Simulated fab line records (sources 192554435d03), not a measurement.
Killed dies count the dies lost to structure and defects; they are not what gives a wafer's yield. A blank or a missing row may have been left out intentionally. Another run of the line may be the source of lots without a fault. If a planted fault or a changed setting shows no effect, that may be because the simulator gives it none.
fab line records    flow n5_finfet
record: lots: 24  wafers: 72  last_day: 19
route steps=1938 shown BEOL_M3@982 BEOL_M4@1043
lots untouched by any fault: they come from a run of this same line in which no faults occurred
start_h: hours from the record's opening day to when the first of the lot's shown wafers began    wait_h: time in hours since the lot's previous step    " same as the row above    L1.1+2: one row covering several wafers at once    - no value, or no start given    * or withheld: withheld    < > ~ a bound
route shown NAME@n: a module of which the file shows steps, and the number in the route of the first    usual: average and standard deviation across the fault-free wafers    same: alike in all rows    chamber/n: place in a boat    sites: readings site by site    _std_site: the standard deviation of these    _edge_site: the outer-site mean with the inner-site mean subtracted    radius_mm: for every site, how far away it sits from the centre of the wafer    mask NAME#n: copy n    behind: tool/chamber where the wafer was last shaped    hold: why the lot went on hold/how many hours it stayed there/how the hold came to an end    device: whichever transistor did not switch (one of n, p or np)    end of line: tests of these same wafers at the route's end    a step without rows: its recipe alone    killed: the dies lost at the first sort to structure and to defects; this is not the yield of the wafer    map: a wafer's dies, marking killed ones x, the rest . and places with no die _
set.NAME: setting as actually run; set.NAME@STEP: the setting as run at that earlier step    model.NAME: the simulator's own value behind a step, which no gauge read
steps of the route over a sample of lots; a table a step, a row a wafer
services: from which hour (start_h, from the record's first day; less than 0 if before it) a tool's chamber was out of use, for how many hours, and why
== steps ==
step: N5_BEOL_M3_STRIP_97
recipe: chemistry: N2/H2  time_s: 10  power_w: 450  temp_c: 40  pressure_mtorr: 20  rf_frequency_hz: 6e+07  bias_power_w: 7  n2_flow_sccm: 200  h2_flow_sccm: 200
usual: drypump_motor_current_A: 5.77/0.27  oes_product_au: 0.77/0.07  rf_vpp_V: 59.1/0.88  showerhead_plenum_p_Torr: 2.52/0.086  throttle_valve_pct: 23.6/0.36
lot.wafer  tool         chamber  start_h  wait_h  drypump_motor_current_A  oes_product_au  rf_hours_counter_h  rf_vpp_V  showerhead_plenum_p_Torr  throttle_valve_pct
L074.2     rie_diel-01  2        -        -       5.66                     0.71            198                 58.6      2.64                      24.0
L074.3     "            0        "        "       5.65                     0.84            58                  60.1      2.47                      23.0
L074.5     "            0        "        "       5.66                     0.84            -                   56.4      2.47                      23.0
L075.3     rie_diel-01  1        -        -       6.12                     0.84            62                  59.5      2.59                      23.8
L075.4     "            1        "        "       6.10                     0.84            -                   59.3      2.59                      23.8
L075.6     "            2        "        "       5.67                     0.71            -                   58.9      2.64                      24.0
L077.1     rie_diel-06  3        -        -       5.42                     0.84            54                  60.1      2.69                      23.6
L077.2     "            1        "        "       6.25                     0.72            217                 59.0      2.42                      23.5
L077.5     "            1        "        "       6.22                     0.72            -                   59.5      2.42                      23.5
L078.2     rie_diel-06  2        -        -       5.98                     0.76            132                 59.5      2.46                      24.2
L078.3     "            1        "        "       6.27                     0.73            219                 58.2      2.42                      23.5
L078.6     "            1        "        "       6.26                     0.73            -                   58.5      2.42                      23.4
L076.1     rie_diel-06  0        -        -       5.93                     0.74            157                 59.9      2.63                      23.9
L076.5     "            1        "        "       6.25                     0.72            -                   60.5      2.42                      23.5
L076.6     "            0        "        "       5.90                     0.74            -                   58.5      2.63                      23.9
L083.1     rie_diel-06  1        -        -       6.25                     0.72            222                 56.5      2.42                      23.5
L083.2     "            3        "        "       5.42                     0.83            60                  58.5      2.69                      23.6
L083.5     "            0        "        "       5.88                     0.74            -                   59.0      2.63                      23.9
L081.1     rie_diel-05  1        -        -       5.20                     0.70            188                 58.5      2.40                      23.5
L081.2     "            0        "        "       5.81                     0.72            201                 57.9      2.50                      23.4
L081.4     "            2        "        "       5.69                     0.69            245                 58.8      2.49                      24.0
L080.1     rie_diel-05  1        -        -       5.18                     0.69            189                 59.9      2.40                      23.5
L080.3     "            2        "        "       5.64                     0.68            245                 59.6      2.49                      24.0
L080.4     "            0        "        "       5.81                     0.71            201                 56.7      2.50                      23.4
L079.1     rie_diel-05  2        -        -       5.63                     0.69            245                 59.4      2.49                      24.0
L079.2     "            1        "        "       5.21                     0.70            189                 59.7      2.40                      23.5
L079.3     "            3        "        "       5.76                     0.83            101                 59.5      2.46                      23.3
L082.1     rie_diel-01  2        -        -       5.67                     0.69            225                 58.7      2.63                      24.0
L082.2     "            3        "        "       5.86                     0.89            18                  59.4      2.56                      22.9
L082.5     "            2        "        "       5.66                     0.69            -                   59.6      2.63                      24.0
L084.2     rie_diel-01  2        -        -       5.66                     0.69            226                 58.4      2.63                      24.0
L084.4     "            0        "        "       5.65                     0.80            -                   59.6      2.46                      23.1
L084.6     "            2        "        "       5.65                     0.69            -                   59.6      2.63                      24.0
L085.3     rie_diel-05  3        -        -       5.77                     0.82            107                 58.7      2.46                      23.3
L085.5     "            0        "        "       5.77                     0.72            -                   57.8      2.50                      23.4
L085.6     "            1        "        "       5.16                     0.70            -                   60.4      2.40                      23.5
L088.1     rie_diel-05  1        -        -       5.16                     0.70            195                 59.5      2.40                      23.6
L088.2     "            0        "        "       5.78                     0.72            207                 59.3      2.50                      23.4
L088.4     "            1        "        "       5.20                     0.69            -                   59.4      2.40                      23.5
L086.1     rie_diel-01  1        -        -       6.14                     0.81            85                  60.1      2.58                      23.9
L086.2     "            0        "        "       5.67                     0.81            91                  58.3      2.46                      23.1
L086.4     "            2        "        "       5.66                     0.69            229                 58.6      2.62                      24.0
L087.4     rie_diel-05  1        -        -       5.21                     0.69            -                   58.4      2.39                      23.6
L087.5     "            3        "        "       5.76                     0.81            -                   59.5      2.46                      23.4
L087.6     "            0        "        "       5.75                     0.71            -                   59.1      2.50                      23.4
L091.1     rie_diel-01  1        -        -       6.12                     0.82            91                  59.1      2.58                      23.8
L091.3     "            0        "        "       5.65                     0.80            97                  58.5      2.45                      23.1
L091.6     "            1        "        "       6.12                     0.82            -                   59.1      2.58                      23.8
L089.1     rie_diel-05  1        -        -       5.17                     0.70            201                 58.8      2.39                      23.5
L089.3     "            0        "        "       5.76                     0.72            213                 58.3      2.50                      23.4
L089.5     "            1        "        "       5.15                     0.69            -                   58.0      2.39                      23.6
L093.1     rie_diel-01  3        -        -       5.85                     0.86            34                  60.0      2.56                      23.0
L093.3     "            2        "        "       5.67                     0.68            240                 60.2      2.62                      24.0
L093.5     "            0        "        "       5.65                     0.79            -                   58.7      2.45                      23.1
L090.1     rie_diel-01  1        -        -       6.08                     0.80            97                  59.0      2.57                      23.9
L090.2     "            2        "        "       5.67                     0.67            241                 58.7      2.62                      24.0
L090.4     "            3        "        "       5.85                     0.87            35                  58.4      2.55                      23.0
L092.3     rie_diel-01  3        -        -       5.87                     0.86            37                  59.4      2.55                      23.0
L092.4     "            1        "        "       6.10                     0.80            98                  58.8      2.57                      23.8
L092.5     "            3        "        "       5.87                     0.86            -                   60.2      2.55                      23.0
L094.1     rie_diel-06  3        -        -       5.39                     0.80            79                  59.8      2.68                      23.6
L094.2     "            1        "        "       6.25                     0.71            239                 59.2      2.41                      23.5
L094.5     "            0        "        "       5.90                     0.72            -                   59.9      2.62                      24.0
L095.1     rie_diel-05  1        -        -       5.21                     0.69            207                 58.1      2.39                      23.6
L095.5     "            2        "        "       5.65                     0.99            -                   58.9      2.49                      23.5
L095.6     "            3        "        "       5.78                     0.80            -                   59.3      2.45                      23.4
L096.3     rie_diel-01  1        -        -       6.12                     0.80            100                 59.2      2.57                      23.8
L096.5     "            1        "        "       6.13                     0.80            -                   60.4      2.57                      23.9
L096.6     "            0        "        "       5.68                     0.79            -                   59.3      2.45                      23.1
L097.1     rie_diel-06  3        -        -       5.44                     0.80            82                  60.8      2.68                      23.6
L097.3     "            2        "        "       6.03                     0.75            155                 58.6      2.45                      24.3
L097.5     "            1        "        "       6.27                     0.71            -                   58.0      2.41                      23.5
step: N5_BEOL_M3_DEGAS_44
recipe: ambient: vacuum  temp_c: 250  time_s: 60
usual: heater_power_w: 347/35
lot.wafer  tool            chamber  start_h  wait_h  heater_power_w
L074.2     pvd_sputter-02  -        157.28   0.4     302
L074.3     "               -        "        "       323
L074.5     "               -        "        "       302
L075.3     pvd_sputter-02  -        162.76   2.0     378
L075.4     "               -        "        "       386
L075.6     "               -        "        "       301
L077.1     pvd_sputter-02  -        205.08   0.3     309
L077.2     "               -        "        "       315
L077.5     "               -        "        "       366
L078.2     pvd_sputter-01  -        216.71   0.2     335
L078.3     "               -        "        "       350
L078.6     "               -        "        "       431
L076.1     pvd_sputter-03  -        224.60   0.6     358
L076.5     "               -        "        "       305
L076.6     "               -        "        "       337
L083.1     pvd_sputter-02  -        227.72   0.2     304
L083.2     "               -        "        "       372
L083.5     "               -        "        "       369
L081.1     pvd_sputter-02  -        231.90   0.6     308
L081.2     "               -        "        "       374
L081.4     "               -        "        "       302
L080.1     pvd_sputter-01  -        232.29   0.3     373
L080.3     "               -        "        "       334
L080.4     "               -        "        "       341
L079.1     pvd_sputter-01  -        232.81   0.4     349
L079.2     "               -        "        "       360
L079.3     "               -        "        "       436
L082.1     pvd_sputter-01  -        242.10   0.6     411
L082.2     "               -        "        "       341
L082.5     "               -        "        "       333
L084.2     pvd_sputter-01  -        245.34   0.5     369
L084.4     "               -        "        "       428
L084.6     "               -        "        "       336
L085.3     pvd_sputter-01  -        248.30   0.2     424
L085.5     "               -        "        "       358
L085.6     "               -        "        "       339
L088.1     pvd_sputter-03  -        253.44   0.5     338
L088.2     "               -        "        "       374
L088.4     "               -        "        "       344
L086.1     pvd_sputter-01  -        255.71   0.5     336
L086.2     "               -        "        "       334
L086.4     "               -        "        "       363
L087.4     pvd_sputter-03  -        263.22   0.1     306
L087.5     "               -        "        "       308
L087.6     "               -        "        "       338
L091.1     pvd_sputter-01  -        276.13   0.1     342
L091.3     "               -        "        "       360
L091.6     "               -        "        "       437
L089.1     pvd_sputter-03  -        281.11   0.3     363
L089.3     "               -        "        "       304
L089.5     "               -        "        "       345
L093.1     pvd_sputter-03  -        294.97   0.2     300
L093.3     "               -        "        "       361
L093.5     "               -        "        "       355
L090.1     pvd_sputter-03  -        298.09   0.0     343
L090.2     "               -        "        "       309
L090.4     "               -        "        "       335
L092.3     pvd_sputter-03  -        300.62   0.3     295
L092.4     "               -        "        "       345
L092.5     "               -        "        "       364
L094.1     pvd_sputter-02  -        300.68   0.2     300
L094.2     "               -        "        "       373
L094.5     "               -        "        "       386
L095.1     pvd_sputter-01  -        303.84   0.4     337
L095.5     "               -        "        "       366
L095.6     "               -        "        "       426
L096.3     pvd_sputter-03  -        308.92   0.1     361
L096.5     "               -        "        "       360
L096.6     "               -        "        "       343
L097.1     pvd_sputter-03  -        311.16   2.2     308
L097.3     "               -        "        "       365
L097.5     "               -        "        "       336
step: N5_BEOL_M3_SPUTTER_48
recipe: material: Cu  target_thk_a: 45  temp_c: -20  chamber_pressure_pa: 0.07  power_w: withheld  time_s: 8.29
usual: throttle_valve_pct: 30.0/1.4
lot.wafer  tool            chamber  start_h  wait_h  throttle_valve_pct
L074.2     pvd_sputter-01  -        158.06   0.1     32.8
L074.3     "               -        "        "       30.5
L074.5     "               -        "        "       31.1
L075.3     pvd_sputter-02  -        163.38   0.1     31.3
L075.4     "               -        "        "       29.6
L075.6     "               -        "        "       31.4
L077.1     pvd_sputter-03  -        205.72   0.1     29.1
L077.2     "               -        "        "       29.6
L077.5     "               -        "        "       29.9
L078.2     pvd_sputter-01  -        217.39   0.2     28.5
L078.3     "               -        "        "       31.0
L078.6     "               -        "        "       30.7
L076.1     pvd_sputter-01  -        225.57   0.2     31.1
L076.5     "               -        "        "       28.6
L076.6     "               -        "        "       32.8
L083.1     pvd_sputter-03  -        228.40   0.1     27.7
L083.2     "               -        "        "       29.5
L083.5     "               -        "        "       28.7
L081.1     pvd_sputter-03  -        232.54   0.1     28.9
L081.2     "               -        "        "       29.7
L081.4     "               -        "        "       27.5
L080.1     pvd_sputter-01  -        232.97   0.2     30.8
L080.3     "               -        "        "       30.7
L080.4     "               -        "        "       32.8
L079.1     pvd_sputter-03  -        234.76   0.2     28.9
L079.2     "               -        "        "       27.9
L079.3     "               -        "        "       29.0
L082.1     pvd_sputter-01  -        242.86   0.1     28.6
L082.2     "               -        "        "       30.6
L082.5     "               -        "        "       30.6
L084.2     pvd_sputter-01  -        245.92   0.1     32.8
L084.4     "               -        "        "       30.7
L084.6     "               -        "        "       32.7
L085.3     pvd_sputter-03  -        250.64   1.8     29.7
L085.5     "               -        "        "       29.5
L085.6     "               -        "        "       28.9
L088.1     pvd_sputter-02  -        254.77   0.3     31.6
L088.2     "               -        "        "       28.8
L088.4     "               -        "        "       31.4
L086.1     pvd_sputter-03  -        256.54   0.1     29.3
L086.2     "               -        "        "       29.6
L086.4     "               -        "        "       28.9
L087.4     pvd_sputter-02  -        264.33   0.2     31.3
L087.5     "               -        "        "       31.1
L087.6     "               -        "        "       29.0
L091.1     pvd_sputter-03  -        277.01   0.2     27.9
L091.3     "               -        "        "       29.4
L091.6     "               -        "        "       28.8
L089.1     pvd_sputter-03  -        283.40   1.5     29.0
L089.3     "               -        "        "       29.7
L089.5     "               -        "        "       28.9
L093.1     pvd_sputter-02  -        295.98   0.1     30.1
L093.3     "               -        "        "       31.3
L093.5     "               -        "        "       30.2
L090.1     pvd_sputter-02  -        298.66   0.1     31.4
L090.2     "               -        "        "       31.5
L090.4     "               -        "        "       30.1
L092.3     pvd_sputter-01  -        301.40   0.1     32.8
L092.4     "               -        "        "       28.4
L092.5     "               -        "        "       31.4
L094.1     pvd_sputter-02  -        303.04   1.7     30.0
L094.2     "               -        "        "       31.2
L094.5     "               -        "        "       31.3
L095.1     pvd_sputter-01  -        304.86   0.3     28.7
L095.5     "               -        "        "       30.9
L095.6     "               -        "        "       31.1
L096.3     pvd_sputter-02  -        309.94   0.3     28.9
L096.5     "               -        "        "       30.4
L096.6     "               -        "        "       31.2
L097.1     pvd_sputter-03  -        311.78   0.1     29.4
L097.3     "               -        "        "       28.9
L097.5     "               -        "        "       28.7
step: N5_BEOL_M3_SPUTTER_81
recipe: material: Cu  target_thk_a: 45  temp_c: -20  chamber_pressure_pa: 0.07  power_w: withheld  time_s: 8.29
usual: throttle_valve_pct: 29.9/1.4
lot.wafer  tool            chamber  start_h  wait_h  throttle_valve_pct
L074.2     pvd_sputter-01  -        158.50   0.1     32.5
L074.3     "               -        "        "       30.4
L074.5     "               -        "        "       30.9
L075.3     pvd_sputter-02  -        163.82   0.1     31.4
L075.4     "               -        "        "       30.2
L075.6     "               -        "        "       31.2
L077.1     pvd_sputter-03  -        206.16   0.1     29.0
L077.2     "               -        "        "       30.0
L077.5     "               -        "        "       29.5
L078.2     pvd_sputter-01  -        217.83   0.1     28.2
L078.3     "               -        "        "       30.8
L078.6     "               -        "        "       30.6
L076.1     pvd_sputter-01  -        226.01   0.1     31.0
L076.5     "               -        "        "       28.8
L076.6     "               -        "        "       33.0
L083.1     pvd_sputter-03  -        228.84   0.1     27.8
L083.2     "               -        "        "       29.7
L083.5     "               -        "        "       29.0
L081.1     pvd_sputter-03  -        232.98   0.1     28.9
L081.2     "               -        "        "       29.8
L081.4     "               -        "        "       27.9
L080.1     pvd_sputter-01  -        233.41   0.1     30.5
L080.3     "               -        "        "       30.8
L080.4     "               -        "        "       32.6
L079.1     pvd_sputter-03  -        235.20   0.1     28.9
L079.2     "               -        "        "       27.9
L079.3     "               -        "        "       29.0
L082.1     pvd_sputter-01  -        243.30   0.1     28.5
L082.2     "               -        "        "       30.8
L082.5     "               -        "        "       30.3
L084.2     pvd_sputter-01  -        246.36   0.1     32.7
L084.4     "               -        "        "       30.6
L084.6     "               -        "        "       32.9
L085.3     pvd_sputter-03  -        251.08   0.1     29.9
L085.5     "               -        "        "       29.6
L085.6     "               -        "        "       29.0
L088.1     pvd_sputter-02  -        255.21   0.1     30.9
L088.2     "               -        "        "       28.7
L088.4     "               -        "        "       31.6
L086.1     pvd_sputter-03  -        256.98   0.1     28.9
L086.2     "               -        "        "       29.6
L086.4     "               -        "        "       28.6
L087.4     pvd_sputter-02  -        264.77   0.1     31.1
L087.5     "               -        "        "       31.2
L087.6     "               -        "        "       28.6
L091.1     pvd_sputter-03  -        277.45   0.1     27.9
L091.3     "               -        "        "       29.5
L091.6     "               -        "        "       28.8
L089.1     pvd_sputter-03  -        283.84   0.1     29.2
L089.3     "               -        "        "       29.6
L089.5     "               -        "        "       28.8
L093.1     pvd_sputter-02  -        296.42   0.1     30.1
L093.3     "               -        "        "       31.3
L093.5     "               -        "        "       30.2
L090.1     pvd_sputter-02  -        299.10   0.1     31.4
L090.2     "               -        "        "       31.5
L090.4     "               -        "        "       29.9
L092.3     pvd_sputter-01  -        301.84   0.1     32.7
L092.4     "               -        "        "       28.4
L092.5     "               -        "        "       31.2
L094.1     pvd_sputter-02  -        303.48   0.1     30.0
L094.2     "               -        "        "       31.2
L094.5     "               -        "        "       31.3
L095.1     pvd_sputter-01  -        305.30   0.1     28.5
L095.5     "               -        "        "       30.4
L095.6     "               -        "        "       31.1
L096.3     pvd_sputter-02  -        310.38   0.1     28.8
L096.5     "               -        "        "       30.3
L096.6     "               -        "        "       31.3
L097.1     pvd_sputter-03  -        312.22   0.1     29.8
L097.3     "               -        "        "       28.9
L097.5     "               -        "        "       29.0
step: N5_BEOL_M3_THK_MEAS_53
recipe: thk_meas_gauge: xrf  reads: Cu_of_BEOL_M3_ECD_50
usual: M3_THK: 39.3/1.8
lot.wafer  tool           chamber  start_h  wait_h  M3_THK[nm]
L074.2     film_metro-01  -        160.72   -       39.5
L074.3     "              -        "        "       40.1
L074.5     "              -        "        "       41.7
L075.3     film_metro-02  -        165.93   -       39.9
L075.4     "              -        "        "       39.0
L075.6     "              -        "        "       39.2
L077.1     film_metro-02  -        208.26   -       39.0
L077.2     "              -        "        "       35.3
L077.5     "              -        "        "       38.7
L078.2     film_metro-02  -        220.07   -       40.1
L078.3     "              -        "        "       41.3
L078.6     "              -        "        "       42.3
L076.1     film_metro-01  -        228.33   -       39.6
L076.5     "              -        "        "       40.8
L076.6     "              -        "        "       38.8
L083.1     film_metro-02  -        231.20   -       38.8
L083.2     "              -        "        "       36.3
L083.5     "              -        "        "       39.3
L081.1     film_metro-02  -        235.09   -       37.9
L081.2     "              -        "        "       36.2
L081.4     "              -        "        "       39.1
L080.1     film_metro-02  -        235.51   -       38.1
L080.3     "              -        "        "       38.7
L080.4     "              -        "        "       41.8
L079.1     film_metro-02  -        237.31   -       38.4
L079.2     "              -        "        "       37.8
L079.3     "              -        "        "       39.8
L082.1     film_metro-01  -        245.49   -       37.6
L082.2     "              -        "        "       37.2
L082.5     "              -        "        "       40.3
L084.2     film_metro-02  -        248.47   -       35.6
L084.4     "              -        "        "       38.0
L084.6     "              -        "        "       39.1
L085.3     film_metro-01  -        253.18   -       40.7
L085.5     "              -        "        "       41.0
L085.6     "              -        "        "       40.8
L088.1     film_metro-01  -        257.51   -       40.2
L088.2     "              -        "        "       38.2
L088.4     "              -        "        "       41.7
L086.1     film_metro-01  -        259.09   -       37.4
L086.2     "              -        "        "       37.9
L086.4     "              -        "        "       37.9
L087.4     film_metro-02  -        267.01   -       43.3
L087.5     "              -        "        "       44.5
L087.6     "              -        "        "       44.8
L091.1     film_metro-01  -        279.56   -       36.7
L091.3     "              -        "        "       39.6
L091.6     "              -        "        "       42.1
L089.1     film_metro-02  -        285.94   -       39.0
L089.3     "              -        "        "       38.3
L089.5     "              -        "        "       39.6
L093.1     film_metro-02  -        298.65   -       38.7
L093.3     "              -        "        "       42.3
L093.5     "              -        "        "       41.8
L090.1     film_metro-01  -        301.52   -       37.3
L090.2     "              -        "        "       39.2
L090.4     "              -        "        "       40.7
L092.3     film_metro-02  -        303.97   -       39.5
L092.4     "              -        "        "       39.6
L092.5     "              -        "        "       40.2
L094.1     film_metro-02  -        306.01   -       39.3
L094.2     "              -        "        "       35.8
L094.5     "              -        "        "       41.8
L095.1     film_metro-02  -        307.41   -       37.5
L095.5     "              -        "        "       37.7
L095.6     "              -        "        "       39.5
L096.3     film_metro-01  -        312.49   -       36.1
L096.5     "              -        "        "       40.4
L096.6     "              -        "        "       40.3
L097.1     film_metro-01  -        314.33   -       39.1
L097.3     "              -        "        "       37.1
L097.5     "              -        "        "       40.4
step: N5_BEOL_M4_STRIP_66
recipe: chemistry: CF4  resist: SiARC  power_w: 300  bias_power_w: 75  pressure_mtorr: 50  cf4_flow_sccm: 150  rf_frequency_hz: 6e+07
usual: drypump_motor_current_A: 5.5/0.46  oes_product_au: 0.79/0.084  rf_vpp_V: 271.4/1.4  showerhead_plenum_p_Torr: 1.80/0.053  throttle_valve_pct: 13.56/0.25
lot.wafer  tool         chamber  start_h  wait_h  drypump_motor_current_A  oes_product_au  rf_hours_counter_h  rf_vpp_V  showerhead_plenum_p_Torr  throttle_valve_pct
L074.2     rie_diel-02  3        164.29   0.0     5.7                      0.97            1                   271.1     1.77                      13.24
L074.3     "            2        "        "       5.2                      0.76            115                 274.1     1.86                      13.32
L074.5     "            1        "        "       5.5                      0.69            -                   271.6     1.77                      13.96
L075.3     rie_diel-03  0        167.30   0.0     5.0                      0.85            39                  272.3     1.82                      13.48
L075.4     "            2        "        "       5.2                      0.71            179                 271.0     1.73                      13.91
L075.6     "            1        "        "       5.8                      0.69            -                   269.1     1.77                      13.50
L077.1     rie_diel-03  3        211.08   0.0     4.8                      0.90            18                  274.0     1.90                      13.30
L077.2     "            2        "        "       5.2                      0.70            193                 269.5     1.73                      13.93
L077.5     "            3        "        "       4.8                      0.89            -                   272.8     1.90                      13.31
L078.2     rie_diel-02  2        221.97   0.0     5.2                      0.74            139                 273.4     1.85                      13.37
L078.3     "            3        "        "       5.7                      0.89            24                  271.0     1.76                      13.28
L078.6     "            0        "        "       6.3                      0.80            -                   271.1     1.82                      13.84
L076.1     rie_diel-03  1        232.08   0.0     5.8                      0.68            240                 269.5     1.76                      13.54
L076.5     "            2        "        "       5.3                      0.69            -                   268.9     1.72                      13.92
L076.6     "            3        "        "       4.8                      0.88            -                   273.9     1.89                      13.32
L083.1     rie_diel-02  3        233.04   0.0     5.7                      0.88            28                  269.5     1.76                      13.30
L083.2     "            1        "        "       5.5                      0.95            7                   269.4     1.77                      13.44
L083.5     "            0        "        "       6.3                      0.79            -                   272.3     1.82                      13.83
L081.1     rie_diel-03  3        236.62   0.0     4.8                      0.87            27                  273.2     1.89                      13.33
L081.2     "            2        "        "       5.2                      0.70            203                 269.3     1.72                      13.95
L081.4     "            1        "        "       5.8                      0.68            241                 269.8     1.76                      13.55
L080.1     rie_diel-04  3        236.95   0.0     6.0                      0.87            37                  272.1     1.81                      13.48
L080.3     "            2        "        "       6.2                      0.89            23                  273.1     1.89                      13.29
L080.4     "            0        "        "       5.8                      0.67            231                 271.8     1.84                      13.66
L079.1     rie_diel-04  2        239.39   0.0     6.2                      0.90            24                  273.7     1.89                      13.29
L079.2     "            0        "        "       5.8                      0.68            231                 271.4     1.84                      13.67
L079.3     "            3        "        "       6.0                      0.88            38                  272.3     1.81                      13.50
L082.1     rie_diel-02  1        249.10   0.0     5.5                      0.93            12                  269.5     1.76                      13.45
L082.2     "            0        "        "       6.3                      0.78            105                 270.8     1.82                      13.85
L082.5     "            3        "        "       5.7                      0.86            -                   272.9     1.76                      13.31
L084.2     rie_diel-03  0        252.61   0.0     5.0                      0.81            66                  272.4     1.81                      13.53
L084.4     "            3        "        "       4.9                      0.86            33                  273.5     1.89                      13.34
L084.6     "            3        "        "       4.8                      0.87            -                   274.5     1.89                      13.34
L085.3     rie_diel-04  0        256.22   0.0     5.8                      0.67            236                 270.8     1.84                      13.68
L085.5     "            0        "        "       5.8                      0.68            -                   272.6     1.84                      13.68
L085.6     "            3        "        "       6.0                      0.86            -                   270.5     1.81                      13.49
L088.1     rie_diel-03  2        259.46   0.0     5.2                      0.70            211                 268.1     1.72                      13.97
L088.2     "            1        "        "       5.8                      0.68            249                 272.7     1.76                      13.58
L088.4     "            3        "        "       4.9                      0.86            36                  274.1     1.89                      13.35
L086.1     rie_diel-02  3        263.14   0.0     5.7                      0.86            37                  269.8     1.76                      13.31
L086.2     "            2        "        "       5.3                      0.73            153                 272.6     1.85                      13.39
L086.4     "            0        "        "       6.3                      0.78            110                 271.1     1.81                      13.87
L087.4     rie_diel-04  3        268.93   0.0     6.0                      0.86            48                  272.5     1.81                      13.52
L087.5     "            2        "        "       6.2                      0.88            -                   272.4     1.89                      13.31
L087.6     "            3        "        "       6.0                      0.85            -                   272.3     1.81                      13.50
L091.1     rie_diel-03  3        281.71   0.0     4.9                      0.84            45                  272.6     1.89                      13.36
L091.3     "            0        "        "       5.0                      0.79            -                   271.6     1.81                      13.56
L091.6     "            3        "        "       4.9                      0.85            -                   273.3     1.89                      13.36
L089.1     rie_diel-02  3        288.96   0.0     5.7                      0.85            47                  269.6     1.76                      13.33
L089.3     "            0        "        "       6.3                      0.77            119                 270.2     1.81                      13.89
L089.5     "            2        "        "       5.2                      0.72            -                   272.8     1.85                      13.41
L093.1     rie_diel-03  1        300.77   0.0     5.8                      0.94            6                   271.3     1.76                      13.06
L093.3     "            2        "        "       5.2                      0.68            225                 269.3     1.72                      14.00
L093.5     "            1        "        "       5.8                      0.94            -                   271.4     1.76                      13.04
L090.1     rie_diel-02  3        304.29   0.0     5.7                      0.84            52                  270.7     1.75                      13.37
L090.2     "            1        "        "       5.5                      0.90            27                  271.7     1.76                      13.49
L090.4     "            0        "        "       6.3                      0.76            125                 271.3     1.81                      13.89
L092.3     rie_diel-02  1        307.67   0.0     5.4                      0.89            28                  271.7     1.76                      13.46
L092.4     "            0        "        "       6.3                      0.77            126                 273.2     1.81                      13.89
L092.5     "            2        "        "       5.2                      0.71            -                   272.2     1.84                      13.45
L094.1     rie_diel-03  2        307.98   0.0     5.2                      0.68            227                 269.0     1.72                      13.99
L094.2     "            3        "        "       4.9                      0.83            53                  272.0     1.89                      13.39
L094.5     "            3        "        "       4.8                      0.83            -                   273.3     1.89                      13.38
L095.1     rie_diel-03  3        309.41   0.0     4.9                      0.83            53                  274.5     1.89                      13.39
L095.5     "            1        "        "       5.8                      0.92            -                   269.8     1.76                      13.06
L095.6     "            2        "        "       5.2                      0.68            -                   269.1     1.72                      13.99
L096.3     rie_diel-02  1        314.46   0.0     5.5                      0.89            31                  270.0     1.76                      13.49
L096.5     "            0        "        "       6.3                      0.76            -                   270.5     1.81                      13.90
L096.6     "            3        "        "       5.7                      0.84            -                   271.1     1.75                      13.37
L097.1     rie_diel-02  3        317.54   0.0     5.7                      0.84            56                  270.7     1.75                      13.37
L097.3     "            0        "        "       6.3                      0.76            129                 272.2     1.81                      13.91
L097.5     "            3        "        "       5.7                      0.84            -                   272.4     1.75                      13.36
== services ==
tool            chamber  start_h  hours  kind
rie_diel-03     3        134.34   -      clean
rie_diel-03     3        134.34   -      consumable_replace:focus_ring
rie_diel-03     3        134.34   -      consumable_replace:showerhead
rie_diel-03     3        134.34   23.1   scheduled_down
rie_diel-03     3        134.34   23.1   vent_cycle
rie_diel-01     2        137.63   13.2   repair
rie_diel-06     -        142.13   0.4    repair
rie_diel-01     3        145.39   3.7    repair
rie_diel-04     0        148.13   4.3    repair
pvd_sputter-01  -        155.00   1.1    repair
pvd_sputter-01  -        161.50   48.4   repair
rie_diel-05     3        162.96   6.1    repair
rie_diel-05     2        176.92   13.9   repair
rie_diel-06     0        177.68   4.9    repair
rie_diel-06     -        185.73   0.7    repair
rie_diel-01     3        191.61   6.5    repair
rie_diel-03     0        201.11   2.7    repair
rie_diel-01     1        226.27   14.9   repair
rie_diel-01     3        231.16   2.1    repair
rie_diel-01     1        243.55   4.0    repair
rie_diel-04     2        244.17   16.4   repair
rie_diel-05     2        283.64   2.9    repair
rie_diel-02     1        286.15   11.8   repair
rie_diel-05     2        290.80   7.5    repair
== key ==
fault none
